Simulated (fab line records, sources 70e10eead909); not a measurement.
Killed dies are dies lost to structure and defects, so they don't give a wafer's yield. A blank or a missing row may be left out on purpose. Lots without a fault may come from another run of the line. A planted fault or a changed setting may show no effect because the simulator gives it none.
fab line records | flow nand_harc
record lots=11 wafers=33 last_day=34
route steps=1302 shown A_SGD_CUT@916 A_SLIT@923 A_SIN_REMOVE@951 END@1302
lots that met no fault: from a run of the same line without faults
start_h: hours from the record's first day to the start of the lot's first wafer shown | wait_h: hours since the lot's step before | " the same as in the row above | L1.1+2: a row that stands for several wafers | - no value, or no start given | * or withheld: withheld | < > ~ a bound
route shown NAME@n: a module of which the file shows steps, and the number in the route of the first | usual: mean/standard deviation of fault-free wafers | same: alike in all rows | chamber/n: place in a boat | sites: the reading at each site | _std_site: their standard deviation | _edge_site: outer sites' mean less inner sites' | radius_mm: how far each site lies from the wafer's centre | mask NAME#n: copy n | behind: the tool/chamber that last shaped the wafer | hold: why the lot was held/for how many hours/how that ended | device: the transistor (n, p or np) that didn't switch | end of line: the same wafers' tests at the end of the route | a step without rows: its recipe alone | killed: dies lost to structure and defects at the first sort, not the wafer's yield | map: a wafer's dies, x killed, . not, _ none there
set.NAME: the setting as run; set.NAME@STEP: as run at that earlier step | model.NAME: the simulator's own value behind a step, which no gauge read
steps of the route over a sample of lots; a table a step, a row a wafer
services: from which hour (start_h, from the record's first day; less than 0 if before it) a tool's chamber was out of use, for how many hours, and why
## steps
# step NHARC_A_SGD_CUT_THK_MEAS_22
# recipe thk_meas_gauge=ellipsometry
# usual thk_nm=148.6/1.3
# columns lot.wafer tool chamber start_h wait_h thk_nm
L939.1 film_metro-01 - 466.24 0.2 146.4
L939.5 " - " " 150.1
L939.6 " - " " 147.1
L936.4 film_metro-02 - 466.24 0.2 148.5
L936.5 " - " " 147.1
L936.6 " - " " 148.2
L941.1 film_metro-01 - 480.72 0.2 151.0
L941.4 " - " " 149.6
L941.5 " - " " 147.0
L942.4 film_metro-01 - 502.07 0.2 149.4
L942.5 " - " " 147.1
L942.6 " - " " 148.0
L949.2 film_metro-01 - 585.76 0.2 149.1
L949.5 " - " " 147.1
L949.6 " - " " 150.1
L951.2 film_metro-01 - 602.70 0.2 147.2
L951.3 " - " " 149.3
L951.4 " - " " 148.1
L954.2 film_metro-01 - 629.96 0.2 149.2
L954.3 " - " " 148.3
L954.5 " - " " 147.6
L956.3 film_metro-02 - 630.11 0.2 148.2
L956.4 " - " " 149.1
L956.6 " - " " 148.5
L953.3 film_metro-01 - 630.11 0.2 147.5
L953.4 " - " " 146.2
L953.5 " - " " 149.9
L957.4 film_metro-01 - 657.58 0.2 148.6
L957.5 " - " " 148.6
L957.6 " - " " 147.2
L959.1 film_metro-01 - 681.03 0.2 151.6
L959.4 " - " " 149.4
L959.6 " - " " 147.4
# step NHARC_A_SGD_CUT_ETCHBACK_24
# recipe target_depth_a=500 over_etch_frac=0.3 time_s=92.857 ion_energy_ev=120 ch3f_flow_sccm=50 o2_flow_sccm=30 ar_flow_sccm=200 rf_w=500 bias_w=100 chemistry=CH3F/O2
# usual drypump_motor_current_A=5.7/0.5 oes_product_au=0.97/0.037 rf_fwd_power_W=496.0/1.6 rf_vpp_V=244.1/1.6 showerhead_plenum_p_Torr=2.44/0.1 throttle_valve_pct=20.663/0.0083
# columns lot.wafer tool chamber start_h wait_h drypump_motor_current_A oes_product_au rf_fwd_power_W rf_hours_counter_h rf_vpp_V showerhead_plenum_p_Torr throttle_valve_pct
L939.1 rie_diel-09 3 466.49 0.2 6.3 0.94 496.3 10 242.8 2.31 20.658
L939.6 " 1 " " 6.0 0.92 496.9 - 244.9 2.55 20.672
L939.5 " 2 " " 6.5 0.91 496.3 - 246.8 2.55 20.660
L936.4 rie_diel-05 0 466.53 0.2 5.3 0.96 496.4 - 245.0 2.39 20.650
L936.6 " 1 " " 5.5 0.95 495.9 - 243.2 2.40 20.667
L936.5 " 2 " " 5.3 0.93 496.3 - 245.3 2.58 20.654
L941.1 rie_diel-09 3 480.96 0.2 6.3 0.99 497.3 11 241.6 2.31 20.652
L941.4 " 0 " " 5.7 0.98 498.7 15 243.5 2.37 20.667
L941.5 " 2 " " 6.5 0.98 493.3 - 244.1 2.55 20.652
L942.4 rie_diel-05 2 502.32 0.2 5.3 0.98 493.0 5 246.9 2.58 20.674
L942.6 " 0 " " 5.3 1.01 498.9 - 243.2 2.39 20.672
L942.5 " 1 " " 5.5 0.99 495.4 - 243.1 2.40 20.671
L949.2 rie_diel-09 3 585.99 0.2 6.3 1.02 495.6 7 241.5 2.30 20.665
L949.5 " 2 " " 6.5 1.00 494.5 - 244.8 2.54 20.671
L949.6 " 3 " " 6.3 1.01 497.8 - 241.6 2.30 20.656
L951.4 rie_diel-09 2 602.92 0.1 6.5 0.99 494.5 8 246.9 2.54 20.664
L951.3 " 3 " " 6.3 1.02 494.5 8 242.7 2.30 20.664
L951.2 " 1 " " 6.0 0.99 494.3 9 245.2 2.55 20.659
L954.2 rie_diel-09 0 630.21 0.2 5.7 0.98 495.6 10 242.8 2.36 20.677
L954.3 " 1 " " 6.0 0.97 494.5 11 245.2 2.55 20.670
L954.5 " 3 " " 6.3 0.99 497.7 - 243.2 2.30 20.657
L956.4 rie_diel-09 0 630.34 0.1 5.7 0.99 496.0 10 243.8 2.36 20.643
L956.3 " 1 " " 6.0 1.00 495.9 11 246.3 2.55 20.656
L956.6 " 0 " " 5.7 1.01 495.6 - 243.8 2.37 20.670
L953.3 rie_diel-05 3 630.36 0.2 4.9 0.93 497.6 3 242.0 2.36 20.658
L953.4 " 1 " " 5.5 0.92 495.5 3 244.6 2.39 20.668
L953.5 " 3 " " 4.9 0.93 498.9 - 242.1 2.36 20.656
L957.4 rie_diel-09 3 657.83 0.2 6.3 1.00 495.7 13 242.1 2.30 20.664
L957.5 " 1 " " 6.0 0.99 497.8 - 245.3 2.55 20.678
L957.6 " 2 " " 6.5 1.00 498.3 - 244.4 2.54 20.664
L959.1 rie_diel-12 3 681.26 0.1 5.8 0.91 493.8 4 242.0 2.33 20.645
L959.4 " 0 " " 5.5 0.93 496.9 3 242.5 2.32 20.660
L959.6 " 3 " " 5.8 0.93 493.6 - 241.0 2.33 20.658
# step NHARC_A_SLIT_DEP_00
# recipe target_thk_a=62000 temp_c=400 material=aC
# usual throttle_valve_pct=35.001/0.0099
# columns lot.wafer tool chamber start_h wait_h throttle_valve_pct
L939.1 acl_dep-03 0 467.11 - 34.990
L939.5 " 0 469.58 - 34.998
L939.6 " 0 " " 34.987
L936.4 acl_dep-02 0 469.53 - 34.989
L936.5 " 0 " " 34.994
L936.6 " 0 " " 35.000
L941.1 acl_dep-01 0 481.59 - 35.000
L941.4 " 0 483.44 - 35.005
L941.5 " 0 " " 34.985
L942.4 acl_dep-01 0 504.82 - 35.007
L942.5 " 0 " " 34.993
L942.6 " 0 " " 34.990
L949.2 acl_dep-03 0 587.26 - 35.001
L949.5 " 0 589.18 - 35.007
L949.6 " 0 " " 35.011
L951.2 acl_dep-03 0 607.60 - 35.016
L951.3 " 0 " " 35.009
L951.4 " 0 " " 34.998
L954.2 acl_dep-03 0 631.53 - 35.005
L954.3 " 0 " " 35.012
L954.5 " 0 633.41 - 34.991
L956.3 acl_dep-01 0 632.40 - 34.996
L956.4 " 0 " " 34.991
L956.6 " 0 634.26 - 35.010
L953.3 acl_dep-03 0 635.91 - 35.017
L953.4 " 0 " " 34.998
L953.5 " 0 " " 34.985
L957.4 acl_dep-03 0 660.53 - 34.997
L957.5 " 0 " " 35.005
L957.6 " 0 " " 35.004
L959.1 acl_dep-02 0 682.75 - 34.998
L959.4 " 0 684.63 - 35.004
L959.6 " 0 685.89 - 34.986
# step NHARC_A_SLIT_DEP_23
# recipe target_thk_a=1000 target_thk_nm=100 temp_c=400 pressure_torr=3.5 flow_sccm=200 rf_w=350 material=SiON
# usual heater_power_w=741/91 rf_fwd_power_W=348.6/1.1
# columns lot.wafer tool chamber start_h wait_h heater_power_w rf_fwd_power_W
L939.1 pecvd-04 0 470.90 3.2 623 348.6
L939.5 " 1 " " 702 348.7
L939.6 " 0 " " 622 348.1
L936.6 pecvd-01 2 471.52 0.1 785 350.4
L936.5 " 0 " " 836 348.5
L936.4 " 1 " " 946 349.2
L941.1 pecvd-01 1 485.36 3.2 909 348.6
L941.5 " 2 " " 760 351.8
L941.4 " 0 " " 725 349.3
L942.6 pecvd-04 1 506.81 0.1 770 347.8
L942.4 " 2 " " 826 349.5
L942.5 " 0 " " 721 346.5
L949.2 pecvd-04 0 590.50 2.6 691 349.3
L949.5 " 2 " " 768 348.3
L949.6 " 1 " " 703 349.4
L951.3 pecvd-04 2 610.75 1.9 883 349.8
L951.2 " 0 " " 730 350.6
L951.4 " 1 " " 731 347.2
L954.3 pecvd-03 2 634.72 1.9 699 348.0
L954.2 " 0 " " 627 348.6
L954.5 " 2 " " 689 347.8
L956.3 pecvd-01 2 634.93 1.9 790 350.0
L956.6 " 2 " " 767 349.1
L956.4 " 1 " " 817 346.9
L953.3 pecvd-03 1 638.40 1.9 632 348.8
L953.4 " 2 " " 667 348.6
L953.5 " 0 " " 720 348.7
L957.6 pecvd-04 1 662.56 0.1 762 347.6
L957.4 " 2 " " 843 348.3
L957.5 " 0 " " 716 346.3
L959.1 pecvd-03 1 686.57 3.2 682 347.8
L959.4 " 1 " " 688 349.6
L959.6 " 2 " " 632 347.2
# step NHARC_A_SLIT_INSPECT_11
# usual raw_defect_count=60/32
# columns lot.wafer tool chamber start_h wait_h raw_defect_count
L939.1 defect_inspect-01 - 471.65 0.0 73
L939.5 " - " " 60
L939.6 " - " " 60
L936.4 defect_inspect-01 - 472.25 0.0 63
L936.5 " - " " 89
L936.6 " - " " 69
L941.1 defect_inspect-02 - 486.12 0.0 64
L941.4 " - " " 62
L941.5 " - " " 56
L942.4 defect_inspect-01 - 507.41 0.0 60
L942.5 " - " " 74
L942.6 " - " " 57
L949.2 defect_inspect-01 - 591.28 0.0 446
L949.5 " - " " 485
L949.6 " - " " 449
L951.2 defect_inspect-01 - 611.56 0.0 450
L951.3 " - " " 474
L951.4 " - " " 446
L954.2 defect_inspect-02 - 635.49 0.0 50
L954.3 " - " " 77
L954.5 " - " " 60
L956.3 defect_inspect-02 - 635.82 0.0 29
L956.4 " - " " 23
L956.6 " - " " 29
L953.3 defect_inspect-01 - 639.20 0.0 18
L953.4 " - " " 24
L953.5 " - " " 25
L957.4 defect_inspect-01 - 663.31 0.0 55
L957.5 " - " " 46
L957.6 " - " " 62
L959.1 defect_inspect-01 - 687.22 0.0 78
L959.4 " - " " 85
L959.6 " - " " 88
# step NHARC_A_SIN_REMOVE_INSPECT_04
# usual raw_defect_count=377/76
# columns lot.wafer tool chamber start_h wait_h raw_defect_count
L936.4 defect_inspect-02 - 484.75 0.0 352
L936.5 " - " " 359
L936.6 " - " " 281
L939.1 defect_inspect-01 - 484.75 0.0 355
L939.5 " - " " 300
L939.6 " - " " 353
L941.1 defect_inspect-02 - 500.65 0.0 417
L941.4 " - " " 382
L941.5 " - " " 347
L942.4 defect_inspect-02 - 520.81 0.0 380
L942.5 " - " " 329
L942.6 " - " " 374
L949.2 defect_inspect-01 - 604.54 0.0 772
L949.5 " - " " 834
L949.6 " - " " 862
L951.2 defect_inspect-01 - 624.58 0.0 783
L951.3 " - " " 806
L951.4 " - " " 741
L954.2 defect_inspect-02 - 648.41 0.0 401
L954.3 " - " " 427
L954.5 " - " " 374
L956.3 defect_inspect-02 - 652.35 0.0 529
L956.4 " - " " 307
L956.6 " - " " 379
L953.3 defect_inspect-02 - 656.11 0.0 259
L953.4 " - " " 249
L953.5 " - " " 348
L957.4 defect_inspect-02 - 679.54 0.0 308
L957.5 " - " " 252
L957.6 " - " " 320
L959.1 defect_inspect-02 - 700.22 0.0 427
L959.4 " - " " 438
L959.6 " - " " 418
# step NHARC_END_SORT_01
# recipe temp_c=25
# usual killed_at_array=58/20 killed_at_other=0.8/1 killed_at_periphery=4.6/2.8 killed_dies=63/19 killed_open=3.4/2 killed_short=2.4/1.8
# same gross_dies=677
# columns lot.wafer tool chamber start_h wait_h killed_at_array killed_at_other killed_at_periphery killed_dies killed_open killed_short
L949.2 prober-02 0 702.10 2.8 126 0 4 130 5 1
L949.5 prober-02 0 704.52 3.7 128 1 6 135 8 0
L949.6 prober-02 0 705.33 4.0 119 0 0 119 3 1
L951.2 prober-01 0 717.74 2.8 131 1 3 135 4 2
L951.3 prober-01 0 718.53 3.1 161 2 3 166 1 1
L951.4 prober-01 0 719.32 3.4 122 0 6 128 7 2
# killed by level:class
L949.2 A_SLIT:unspecified=37 A_CHANNEL_HOLE_D1:chamber_film_flake=31 A_CHANNEL_HOLE_D2:chamber_film_flake=30 A_SLIT:chamber_film_flake=24 P_CONTACT:geometric_particle:open=2 P_STI:chamber_film_flake=2 A_CHANNEL_FILL_D1:geometric_particle:short=1 A_ONON_D2:geometric_particle:open=1
L949.5 A_SLIT:unspecified=71 A_CHANNEL_HOLE_D1:chamber_film_flake=24 A_SLIT:chamber_film_flake=12 A_CHANNEL_HOLE_D2:chamber_film_flake=12 P_M0:chamber_film_flake=2 P_CONTACT:geometric_particle:open=1 P_M0:geometric_particle:open=1 P_BONDPAD:geometric_particle:open=1
L949.6 A_SLIT:chamber_film_flake=34 A_CHANNEL_HOLE_D1:chamber_film_flake=31 A_SLIT:unspecified=28 A_CHANNEL_HOLE_D2:chamber_film_flake=15 A_STAIRCASE:chamber_film_flake=3 A_CONTACT:chamber_film_flake=3 A_DECK1_JOINT:geometric_particle:open=1 A_ONON_D2:geometric_particle:short=1
L951.2 A_SLIT:chamber_film_flake=36 A_SLIT:unspecified=35 A_CHANNEL_HOLE_D1:chamber_film_flake=32 A_CONTACT:chamber_film_flake=11 A_CHANNEL_HOLE_D2:chamber_film_flake=5 A_SGD_CUT:chamber_film_flake=4 A_CHANNEL_FILL_D1:geometric_particle:open=2 P_M1:chamber_film_flake=2
L951.3 A_SLIT:unspecified=69 A_CHANNEL_HOLE_D1:chamber_film_flake=34 A_SLIT:chamber_film_flake=30 A_CHANNEL_HOLE_D2:chamber_film_flake=10 A_CONTACT:chamber_film_flake=10 A_SGD_CUT:chamber_film_flake=4 P_M1:chamber_film_flake=2 A_STAIRCASE:chamber_film_flake=2
L951.4 A_SLIT:unspecified=34 A_SLIT:chamber_film_flake=34 A_CONTACT:chamber_film_flake=17 A_CHANNEL_HOLE_D1:chamber_film_flake=15 A_CHANNEL_HOLE_D2:chamber_film_flake=8 A_SGD_CUT:chamber_film_flake=5 P_M2:chamber_film_flake=3 A_SOURCE_PLATE:geometric_particle:open=2
## services
# columns tool chamber start_h hours kind
rie_diel-12 - 445.40 9.0 pm
pecvd-04 - 450.00 13.0 pm
rie_diel-05 3 460.63 7.0 repair
rie_diel-12 3 466.38 5.7 repair
acl_dep-03 - 483.10 13.0 pm
pecvd-01 - 492.08 0.7 repair
pecvd-01 - 492.79 13.0 pm
pecvd-03 - 495.57 1.1 repair
rie_diel-09 - 497.30 9.0 pm
rie_diel-05 1 528.51 6.6 repair
pecvd-03 - 547.41 13.0 pm
acl_dep-01 - 548.63 13.0 pm
rie_diel-09 0 557.55 8.1 repair
pecvd-04 0 562.97 4.6 repair
rie_diel-05 - 583.60 9.0 pm
acl_dep-02 - 608.33 13.0 pm
rie_diel-09 3 610.46 4.8 repair
rie_diel-05 0 614.98 14.2 repair
pecvd-04 - 631.00 13.0 pm
rie_diel-09 0 648.41 2.7 repair
rie_diel-09 1 664.85 6.1 repair
acl_dep-03 - 666.39 13.0 pm
pecvd-01 - 673.79 13.0 pm
rie_diel-09 - 674.30 9.0 pm
## key
first_sign step=NHARC_A_SLIT_INSPECT_11 reading=raw_defect_count direction=up sigmas=12 usual=60 struck=458
effect step=NHARC_A_SIN_REMOVE_INSPECT_04 reading=raw_defect_count direction=up sigmas=5.5 usual=377 struck=800
effect step=NHARC_END_SORT_01 reading=killed_dies direction=up sigmas=3.8 usual=63 struck=136
more_kills_born_at NHARC_A_SLIT_DEP_23@pecvd-04=274
met_at NHARC_A_SLIT_DEP_23
struck_lots L949,L951
tester_left_out L949,L951
not_acting_at NHARC_A_SGD_CUT_THK_MEAS_22,NHARC_A_SGD_CUT_ETCHBACK_24,NHARC_A_SLIT_DEP_00
onset_between 506.81 590.50
fault kind=chamber_particle_source tool=pecvd-04 chamber=- onset_h=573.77 steps=NHARC_A_SLIT_DEP_23 rate_per_visit_cm2=0.56409 end_h=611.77
# tester_left_out: of these lots the tester's yield and bins aren't shown, on N5 and GAA mostly nor the transistor test; their killed dies are dies lost to structure and defects alone, not to doping, threshold or leakage, so they don't give the yield
